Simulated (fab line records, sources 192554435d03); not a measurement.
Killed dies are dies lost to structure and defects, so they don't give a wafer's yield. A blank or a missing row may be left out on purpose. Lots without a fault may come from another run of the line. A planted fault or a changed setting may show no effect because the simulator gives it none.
Chamber matching | flow n5_finfet | N5_BEOL_M10_ETCH_62 on rie_diel-05: 4 sister chambers
The step etches SOC in N2/H2, target depth 110 nm, overetch 22 nm, time 165 s. 14 wafers are shown with their chamber, then 7 later ones without.

WAFERS WITH THEIR CHAMBER
wafer  | chamber | showerhead_plenum_p_Torr (Torr) | throttle_valve_pct (%) | drypump_motor_current_A (A)
L167.1 | 2       | 2.57                            | 17.73                  | 5.5
L167.3 | 0       | 2.69                            | 17.43                  | 5.7
L167.5 | 2       | 2.57                            | 17.72                  | 5.5
L173.2 | 0       | 2.68                            | 17.45                  | 5.6
L173.3 | 1       | 2.63                            | 18.01                  | 5.5
L173.6 | 2       | 2.56                            | 17.74                  | 5.5
L175.4 | 3       | 2.45                            | 17.65                  | 5.8
L175.5 | 2       | 2.56                            | 17.74                  | 5.5
L175.6 | 1       | 2.63                            | 18.04                  | 5.5
L179.1 | 0       | 2.68                            | 17.47                  | 5.7
L179.4 | 3       | 2.45                            | 17.69                  | 5.8
L179.5 | 2       | 2.56                            | 17.76                  | 5.5
L182.1 | 1       | 2.62                            | 18.07                  | 5.5
L182.2 | 2       | 2.55                            | 17.77                  | 5.5

SIGNATURES (means of the wafers above)
reading                  | chamber 0 | chamber 1 | chamber 2 | chamber 3 | scatter within a chamber
showerhead_plenum_p_Torr | 2.6833    | 2.6267    | 2.5617    | 2.4500    | 0.00645
throttle_valve_pct       | 17.4500   | 18.0400   | 17.7433   | 17.6700   | 0.0227
drypump_motor_current_A  | 5.667     | 5.500     | 5.500     | 5.800     | 0.0258
Rule: a wafer's distance from a chamber is the root of the sum, over the readings, of the square of ((its reading less the chamber's mean) divided by the reading's scatter). The wafer belongs to the nearest chamber; if the next one is less than 2 further off, it can't be placed. The scatter: the root of (the sum of the squares of (reading less its chamber's mean) over the shown wafers, divided by (wafers less chambers)).

WAFERS WITHOUT THEIR CHAMBER
wafer  | showerhead_plenum_p_Torr (Torr) | throttle_valve_pct (%) | drypump_motor_current_A (A)
L182.6 | 2.44                            | 17.69                  | 5.8
L183.1 | 2.67                            | 17.49                  | 5.7
L183.2 | 2.62                            | 18.09                  | 5.5
L183.3 | 2.44                            | 17.70                  | 5.8
L188.2 | 2.67                            | 17.50                  | 5.6
L188.3 | 2.44                            | 17.73                  | 5.8
L188.6 | 2.55                            | 17.78                  | 5.5

WHICH CHAMBER EACH WENT THROUGH
wafer  | from the rows above | in truth
L182.6 | 3                   | 3
L183.1 | 0                   | 0
L183.2 | 1                   | 1
L183.3 | 3                   | 3
L188.2 | 0                   | 0
L188.3 | 3                   | 3
L188.6 | 2                   | 2
Placed correctly: 7 of 7. Can't be placed from these rows: 0. Placed wrongly: 0.
